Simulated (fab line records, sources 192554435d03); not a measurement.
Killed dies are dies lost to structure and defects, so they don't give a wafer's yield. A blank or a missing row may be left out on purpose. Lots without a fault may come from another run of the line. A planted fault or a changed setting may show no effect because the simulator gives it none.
A struck lot beside a sound one | flow n5_finfet | 39 steps out of a route of 1938
Sound: wafers L696.1, L696.3, L696.5. Struck: wafer L711.4. (L711.1, L711.6 of the same lot were not struck and are left out.) The cause comes at the end.
At each step with rows: each side's tool, then ch and its chambers, then its first start. Under that, the readings that differ: sound wafers | struck wafers | difference of the means | sigmas: that difference in standard deviations of wafers without a fault.
alike: readings whose means differ by less than 2 such deviations, and words and numbers that are the same on both sides. not compared: withheld readings, readings that some wafer has no value for, bounds like >300 that may hide the same value, and numbers for which the record gives no deviation and whose values overlap.
The two part at a step that has a row with sigmas, a row that says differs or no value, or rows on one side only. Numbers that don't overlap but have no deviation are shown without sigmas and don't part them. A reading that every wafer of one side lacks parts them only if that side has two wafers or more.

first, 12 steps without rows for these wafers: N5_BEOL_M3_ANNEAL_87 (time 240 s); N5_BEOL_M3_SPUTTER_88 (material Cu, target thk 4.5 nm, time 8.29 s); N5_BEOL_M3_ANNEAL_89 (time 240 s); N5_BEOL_M3_SPUTTER_90 (material Cu, target thk 4.5 nm, time 8.29 s); N5_BEOL_M3_ANNEAL_91 (time 240 s); N5_BEOL_M3_SPUTTER_92 (material Cu, target thk 4.5 nm, time 8.29 s); N5_BEOL_M3_ANNEAL_93 (time 240 s); N5_BEOL_M3_SPUTTER_94 (material Cu, target thk 4.5 nm, time 8.29 s); N5_BEOL_M3_ANNEAL_95 (time 240 s); N5_BEOL_M3_SPUTTER_96 (material Cu, target thk 4.5 nm, time 8.29 s); N5_BEOL_M3_ECD_50 (material Cu, target thk 300 nm); N5_BEOL_M3_ANNEAL_51 (time 90 s).
N5_BEOL_M3_CMP_52: polishes, stops on SiOC, t overpolish 6.8 s, target thk 40 nm.
  sound on cmp-04 ch 0,2,3, day 9 04:42; struck on cmp-04 ch 0, day 13 05:52
  reading                      | sound             | struck | difference | sigmas
  barrier_field_endpoint_s (s) | 24.8 25.3 25.2    | 41.3   | +16.2      | +24
  overpolish_run_s (s)         | 6.803 6.792 6.798 | 0.038  | -6.760     | -99 or more
  time_to_endpoint_s (s)       | 64 64 67          | 81     | +16        | +5
  alike: motor_current_A
N5_BEOL_M3_THK_MEAS_53: measures by xrf.
  sound on film_metro-02, day 9 04:59; struck on film_metro-02, day 13 06:10
  reading     | sound          | struck | difference | sigmas
  M3_THK (nm) | 40.5 39.5 41.7 | 154.2  | +113.6     | +81
then, 4 steps without rows for these wafers: N5_BEOL_M3_PRE_CLEAN_60 (time 15 s); N5_BEOL_M3_CO_CAP_55 (material Co, precursor CCTBA/H2, target thk 2 nm, time 102.1 s); N5_BEOL_M3_PRE_CLEAN_56 (time 15 s); N5_BEOL_M3_DEP_57 (deposits SiCN from 3MS/NH3, target thk 8 nm, time 14 s).
N5_BEOL_M3_INSPECT_59: inspects for defects (darkfield).
  sound on defect_inspect-01, day 9 05:17; struck on defect_inspect-01, day 13 06:31
  reading          | sound    | struck | difference | sigmas
  raw_defect_count | 79 73 71 | 5013   | +4939      | +99 or more
then, 18 steps without rows for these wafers: N5_BEOL_M4_ILD_DEP_00 (deposits SiOC from DEMS/O2, target thk 79 nm, time 15.3 s); N5_BEOL_M4_PECVD_72 (deposits SiO2 from TEOS/O2, target thk 16 nm, time 18 s); N5_BEOL_M4_HM_DEP_02 (deposits TiN, target thk 20 nm); N5_BEOL_M4_COAT_61 (time 60 s, resist thk 60 nm); N5_BEOL_M4_COAT_62 (time 60 s, resist thk 12 nm); N5_BEOL_M4_COAT_73 (time 60 s, resist thk 5 nm); N5_BEOL_M4_COAT_05 (resist thk 30 nm); N5_BEOL_M4_EBR_07; N5_BEOL_M4_SOFTBAKE_06 (time 60 s); N5_BEOL_M4_EXPOSE_08 (exposes mask M4); N5_BEOL_M4_PEB_09 (peb time 60 s); N5_BEOL_M4_DEVELOP_10 (develop time 30 s); N5_BEOL_M4_DESCUM_16 (chemistry O2, time 7 s); N5_BEOL_M4_ETCH_74 (etches underlayer in N2/H2, target depth 6.5 nm, time 5.2 s); N5_BEOL_M4_ETCH_63 (etches SiARC in CF4, target depth 15.6 nm, time 26 s); N5_BEOL_M4_ETCH_64 (etches SOC in N2/H2, target depth 75 nm, overetch 22.5 nm, time 121.9 s); N5_BEOL_M4_STRIP_65 (strips in N2/H2); N5_BEOL_M4_STRIP_75 (strips in N2/H2).
N5_BEOL_M4_RC_MEAS_101:
  the record has rows for the sound wafers here (prober-01 ch 0, day 10 01:20) and none for the struck ones
-- the record jumps here: 5 days lie between the struck wafers' starts before and after (it left off in module BEOL_M4 and takes up again in module PASSIVATION, whose first step shown is number 1936 of the route) --
N5_PASSIVATION_PROBE_49:
  sound on prober-02, day 14 14:50; struck on prober-01, day 18 17:05
  reading                  | sound          | struck | difference | sigmas
  defect_limited_yield (%) | 89.6 91.4 91.1 | 0      | -91        | -65
  killed_at_M0_to_M3       | 29 44 28       | 1118   | +1084      | +99
  killed_dies              | 123 101 105    | 1180   | +1070      | +63
  killed_on_rim            | 14 16 8        | 152    | +139       | +37
  sort_n_pass              | 1057 1079 1075 | 0      | -1070      | -63
  sort_yield_pct (%)       | 89.6 91.4 91.1 | 0      | -91        | -65
  alike: killed_at_M4_up, killed_at_contacts, killed_at_front_end, killed_at_other, killed_open, killed_short, sort_bin_5_function, sort_bin_6_memory

WHERE THEY PART
First at N5_BEOL_M3_CMP_52; last, within this record, at N5_PASSIVATION_PROBE_49.

WHY: what the simulator had put in
Process parameter drift: cmp-04, from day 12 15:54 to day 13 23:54, at N5_BEOL_M3_CMP_52. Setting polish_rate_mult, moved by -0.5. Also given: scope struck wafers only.
